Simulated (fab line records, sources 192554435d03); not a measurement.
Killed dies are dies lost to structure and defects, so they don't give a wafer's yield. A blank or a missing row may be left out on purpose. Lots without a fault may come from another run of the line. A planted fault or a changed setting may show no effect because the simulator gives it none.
Split-lot experiment | flow n5_finfet | 7 lots, 21 wafers read, on a route of 1938 steps

THE SPLIT
At N5_BEOL_M1_COAT_05 (resist thk 30 nm), the setting spin_rpm was moved away from the recipe's 1500 rpm on 4 of the 21 wafers read, by -8.9% to -6.8%. The other wafers ran this setting at the recipe's value.

FROM THE SPLIT TO THE READING: what the file shows between them, 7 steps
- N5_BEOL_M1_EBR_07
- N5_BEOL_M1_SOFTBAKE_06: time 60 s
- N5_BEOL_M1_EXPOSE_08: exposes mask M1
- N5_BEOL_M1_PEB_09: peb time 60 s
- N5_BEOL_M1_DEVELOP_10: develop time 30 s
- N5_BEOL_M1_DESCUM_16: chemistry O2, time 7 s
- N5_BEOL_M1_ETCH_74: etches underlayer in N2/H2, target depth 6.5 nm, time 5.2 s

THE READING
CAR-EUV_of_BEOL_M1_COAT_05.thk_nm (the simulator's own value, which no gauge read), in nm, at N5_BEOL_M1_ETCH_63 (etches SiARC in CF4, target depth 15.6 nm, time 26 s). The file gives no usual value for it. The 17 wafers here that ran the recipe average 11.1 nm, standard deviation 0.17 nm.

wafer  | tool, chamber at the split | spin_rpm as run, rpm | against the recipe | CAR-EUV_of_BEOL_M1_COAT_05.thk_nm, nm | against lot-mates on the recipe
L080.1 | litho_track-05, 0          | 1500                 | recipe             | 11                                    | -
L080.3 | litho_track-05, 0          | 1398                 | -6.8%              | 12.4                                  | +1.4
L080.5 | litho_track-05, 0          | 1500                 | recipe             | 11                                    | -
L083.4 | litho_track-01, 0          | 1500                 | recipe             | 11                                    | -
L083.5 | litho_track-01, 0          | 1500                 | recipe             | 11.2                                  | -
L083.6 | litho_track-01, 0          | 1500                 | recipe             | 11                                    | -
L086.4 | litho_track-03, 0          | 1388                 | -7.5%              | 12.2                                  | +1.2
L086.5 | litho_track-03, 0          | 1500                 | recipe             | 11                                    | -
L086.6 | litho_track-03, 0          | 1388                 | -7.5%              | 12.2                                  | +1.2
L090.2 | litho_track-05, 0          | 1500                 | recipe             | 11.4                                  | -
L090.3 | litho_track-05, 0          | 1500                 | recipe             | 11                                    | -
L090.4 | litho_track-05, 0          | 1500                 | recipe             | 11.2                                  | -
L093.1 | litho_track-03, 0          | 1500                 | recipe             | 10.8                                  | -
L093.2 | litho_track-03, 0          | 1500                 | recipe             | 11.2                                  | -
L093.5 | litho_track-03, 0          | 1500                 | recipe             | 11.2                                  | -
L096.1 | litho_track-05, 0          | 1500                 | recipe             | 11.2                                  | -
L096.2 | litho_track-05, 0          | 1500                 | recipe             | 10.8                                  | -
L096.3 | litho_track-05, 0          | 1500                 | recipe             | 10.8                                  | -
L097.3 | litho_track-03, 0          | 1500                 | recipe             | 11.2                                  | -
L097.4 | litho_track-03, 0          | 1366                 | -8.9%              | 12.6                                  | +1.4
L097.5 | litho_track-03, 0          | 1500                 | recipe             | 11.2                                  | -

THE FIT
A straight line over all 21 wafers: CAR-EUV_of_BEOL_M1_COAT_05.thk_nm changes by -0.167 nm for each +1% of spin_rpm; r = -0.95; the points scatter about the line by 0.17 nm.
The same after taking each lot's own level away (the mean of its wafers on the recipe; 21 wafers): -0.168 nm for each +1%; r = -0.96; scatter 0.15 nm.
On that fit, the largest move of spin_rpm shifts the reading by 1.5 nm.
The lots' own levels span 10.93 to 11.20 nm, that is 1.6 times the standard deviation above.
So the lot-to-lot level changes the slope little: the two slopes agree.
Check: with one of the wafers moved furthest among these (-8.9%) left out of the fit, the line predicts +1.55 nm for it against its lot-mates. It came out at +1.4 nm against them.

OTHER SPLITS ON THESE WAFERS
These wafers also went through other splits before the reading. Each is held against what the fit with the lots' levels taken away leaves over:
other split on the same wafers               | wafers away from the commonest value | r with CAR-EUV_of_BEOL_M1_COAT_05.thk_nm (lot level and that fit taken away)
N5_GATE_CUT_DESCUM_18 time_s                 | 10                                   | -0.13
N5_MOL_CONTACT_COAG_CONTACT_ETCH_14 source_w | 9                                    | +0.11
N5_MOL_CONTACT_COAG_ETCH_15 source_w         | 8                                    | -0.02
N5_MOL_CONTACT_COAG_COAT_64 spin_rpm         | 8                                    | -0.12
N5_MOL_CONTACT_COAG_EXPOSE_37 dose_mj        | 5                                    | +0.14
N5_BEOL_M0_SAQP_ALD_48 ald_cycles            | 9                                    | +0.12
N5_BEOL_M0_CUTY_COAT_51 spin_rpm             | 7                                    | +0.13
N5_BEOL_M1_COAT_62 spin_rpm                  | 7                                    | +0.67

THE WHOLE CHAIN: every reading that the file lists as answering this split, in the file's order
step                  | what it does                                         | reading                                                                            | change (the file's fit)               | r (the file's)
N5_BEOL_M1_COAT_05    | resist thk 30 nm                                     | CAR-EUV_of_BEOL_M1_COAT_05.thk_nm (the simulator's own value, which no gauge read) | -0.142 nm for each +1% of the setting | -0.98
N5_BEOL_M1_DEVELOP_10 | develop time 30 s                                    | CAR-EUV_of_BEOL_M1_COAT_05.thk_nm (the simulator's own value, which no gauge read) | -0.159 nm for each +1% of the setting | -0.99
N5_BEOL_M1_ETCH_63    | etches SiARC in CF4, target depth 15.6 nm, time 26 s | CAR-EUV_of_BEOL_M1_COAT_05.thk_nm (the simulator's own value, which no gauge read) | -0.17 nm for each +1% of the setting  | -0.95

THE FILE'S OWN FIT
CAR-EUV_of_BEOL_M1_COAT_05.thk_nm changes by -0.17 nm for each +1% of spin_rpm, r = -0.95.
